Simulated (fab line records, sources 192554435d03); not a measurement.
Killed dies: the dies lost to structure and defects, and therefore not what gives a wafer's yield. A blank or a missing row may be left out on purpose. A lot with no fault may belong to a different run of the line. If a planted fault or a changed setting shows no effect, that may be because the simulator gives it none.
Lot-split experiment	flow n5 finfet	route with 1938 steps; 7 lots, 21 wafers read

## ON THE SPLIT
At N5_BEOL_M3_VIA_ETCH_34 (etches the open film in C4F6/O2, target depth 69.4 nm, time 65.9 s), the setting bias w was moved away from the recipe's 170 W on 7 of the 21 wafers read, by -10.2% to +14.4%. The other wafers ran this setting at the recipe's value.

Reading taken at the split's own step.

## THE READING
rf vpp V, in V, at N5_BEOL_M3_VIA_ETCH_34 (etches the open film in C4F6/O2, target depth 69.4 nm, time 65.9 s). A value of 672 V with a standard deviation of 14 V is what fault-free wafers of this fab line usually give.

wafer	tool, chamber at the split	bias w as run, W	against the recipe	rf vpp V, V	against lot-mates on the recipe
L076.1	rie diel-04, 2	185.5	+9.1%	750	+85
L076.2	rie diel-04, 1	185.5	+9.1%	731	+66
L076.4	rie diel-04, 0	170	recipe	665	-
L078.2	rie diel-03, 1	170	recipe	679	-
L078.3	rie diel-03, 3	170	recipe	685	-
L078.5	rie diel-03, 2	170	recipe	681	-
L085.4	rie diel-01, 1	170	recipe	649	-
L085.5	rie diel-01, 2	170	recipe	662	-
L085.6	rie diel-01, 1	170	recipe	650	-
L086.1	rie diel-01, 3	170	recipe	673	-
L086.3	rie diel-01, 2	170	recipe	662	-
L086.6	rie diel-01, 1	170	recipe	647	-
L092.1	rie diel-01, 2	154.9	-8.9%	615	-39
L092.2	rie diel-01, 0	170	recipe	654	-
L092.5	rie diel-01, 2	154.9	-8.9%	614	-40
L093.2	rie diel-01, 0	170	recipe	654	-
L093.4	rie diel-01, 3	170	recipe	673	-
L093.6	rie diel-01, 3	152.6	-10.2%	618	-46
L096.2	rie diel-01, 3	170	recipe	674	-
L096.3	rie diel-01, 1	194.4	+14.4%	721	+47
L096.4	rie diel-01, 0	194.4	+14.4%	729	+55

THE FIT
A straight line over all 21 wafers: rf vpp V changes by +5.3 V for each +1% of bias w; r = +0.92; the points scatter about the line by 15 V.
The same after taking each lot's own level away (the mean of its wafers on the recipe; 21 wafers): +4.73 V for each +1%; r = +0.92; scatter 14 V.
According to that fit, moving bias w by its largest amount changes the reading by 68 V.
The span of the lots' own levels, 653.7 to 681.7 V, comes to 2.0 times the standard deviation stated above.
So the lot-to-lot level changes the slope: the two fits differ.
Check: for one of the wafers moved furthest among these (+14.4%), held out of the fit, the line's prediction against its lot-mates is +77.9 V. It came out at +47 V against them.
Tool readings at the split's step, against how far the setting was moved: rf vpp V r = +0.92.

## ADDITIONAL SPLITS CARRIED BY THESE WAFERS
Note: prior to the reading, these wafers also went through further splits. Each is held against what the fit with the lots' levels taken away leaves over:
other split on the same wafers	wafers away from the commonest value	r with rf vpp V (lot level and that fit taken away)
N5_BEOL_M2_ILD_DEP_00 time s	7	+0.46
N5_BEOL_M2_COAT_73 spin rpm	6	+0.08
N5_BEOL_M2_ETCH_69 bias w	8	-0.04

## FILE'S OWN FIT
rf vpp V changes by +4.73 V for each +1% of bias w, r = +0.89.
